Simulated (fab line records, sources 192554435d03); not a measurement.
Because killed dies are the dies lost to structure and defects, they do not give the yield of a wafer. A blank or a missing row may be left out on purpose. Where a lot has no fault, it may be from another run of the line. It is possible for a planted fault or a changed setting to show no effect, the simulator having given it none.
The same fault as seen by 3 desks / flow n5-finfet / every desk sees just its own numbers, and what lay behind them comes last

## THE DEFECT DESK
Per lot, the means of the sampled wafers with a number show what the inspections along the route counted. If a lot's mean is further than 4 standard deviations from the usual mean, the lot is out of limits and carries the mark OUT (the distance appears in the brackets).
Columns: A = raw-defect-count at N5_DUMMY_GATE_INSPECT_17, usual 189
lot=L616; first seen here=day 3 07:11; A=178
lot=L628; first seen here=day 6 07:55; A=196
lot=L631; first seen here=day 7 00:30; A=144
lot=L633; first seen here=day 7 11:02; A=201
lot=L635; first seen here=day 7 22:05; A=141
lot=L637; first seen here=day 8 10:04; A=222
Result from this desk: across the 6 lots, nothing is out of limits.

## AT THE METROLOGY DESK
What the gauges read for every lot (on any tool): the sampled wafers with a number, averaged. If a lot's mean is further than 4 standard deviations from the usual mean, the lot is out of limits and carries the mark OUT (the distance appears in the brackets).
Columns: A = cd-nm at N5_DUMMY_GATE_CD_MEAS_15, usual 24.99 nm; B = GATE_OVL at N5_DUMMY_GATE_OVL_MEAS_16, usual 0.1 nm; C = cd-nm at N5_DUMMY_GATE_CD_MEAS_50, usual 14.0 nm; D = cd-nm at N5_DUMMY_GATE_CD_MEAS_24, usual 15.1 nm
lot=L616; first seen here=day 3 07:05; A=24.75; B=-0.5; C=13.9; D=14.9
lot=L628; first seen here=day 6 07:49; A=25.19; B=1.2; C=14.2; D=15.6
lot=L631; first seen here=day 7 00:25; A=25.09; B=0.8; C=13.8; D=14.9
lot=L633; first seen here=day 7 10:56; A=24.76; B=0.7; C=13.6; D=15.0
lot=L635; first seen here=day 7 21:59; A=24.73; B=-0.2; C=13.7; D=14.6
lot=L637; first seen here=day 8 09:58; A=25.02; B=0.1; C=13.9; D=15.1
Result from this desk: across the 6 lots, nothing is out of limits.

## DESK OF THE TOOL OWNER: rie-diel-06
The tool's own readings at N5_DUMMY_GATE_ETCH_37 (etches SOC in N2/H2, target depth 60 nm, overetch 30 nm): means of the sampled wafers that have a number, for each lot that ran on this tool. If a lot's mean is further than 4 standard deviations from the usual mean, the lot is out of limits and carries the mark OUT (the distance appears in the brackets).
Columns: A = drypump-motor-current-A at N5_DUMMY_GATE_ETCH_37, usual 5.8 A; B = oes-product-au at N5_DUMMY_GATE_ETCH_37, usual 0.64 a.u.; C = rf-fwd-power-W at N5_DUMMY_GATE_ETCH_37, usual 830 W; D = rf-vpp-V at N5_DUMMY_GATE_ETCH_37, usual 524.8 V; E = showerhead-plenum-p-Torr at N5_DUMMY_GATE_ETCH_37, usual 2.58 Torr; F = throttle-valve-pct at N5_DUMMY_GATE_ETCH_37, usual 17.78 %
lot=L628; first seen here=day 6 08:13; A=5.5; B=0.66; C=828; D=525.2; E=2.56; F=17.78
lot=L631; first seen here=day 7 00:41; A=5.9; B=0.53; C=1034 (+58) OUT; D=487.5 (-14) OUT; E=2.51; F=17.98
lot=L633; first seen here=day 7 11:15; A=6.0; B=0.54; C=1037 (+59) OUT; D=487.0 (-14) OUT; E=2.50; F=18.01
This desk's finding: out of limits on L631, L633; first on L631, day 7 00:41 (rf-fwd-power-W at N5_DUMMY_GATE_ETCH_37). L628 stayed within limits.

## TAKEN TOGETHER
The tool owner's desk had the chance to raise an alarm at day 7 00:41 on L631, L633.
Nothing the defect desk looked at was out of limits.
At the metrology desk, nothing out of limits was observed.
The defect desk has L631, L633 on record, within its limits.
The metrology desk holds a record of L631, L633, inside its limits.
All the named lots went through N5_DUMMY_GATE_ETCH_37 on rie-diel-06.

## WHAT HAD BEEN PUT IN BY THE SIMULATOR
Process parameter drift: rie-diel-06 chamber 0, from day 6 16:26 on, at N5_DUMMY_GATE_ETCH_37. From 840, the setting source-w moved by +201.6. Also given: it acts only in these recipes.
Struck lots among those shown: L631, L633.
Each desk's first reading out of limits, in hours after the fault started: the tool owner's desk, 8.
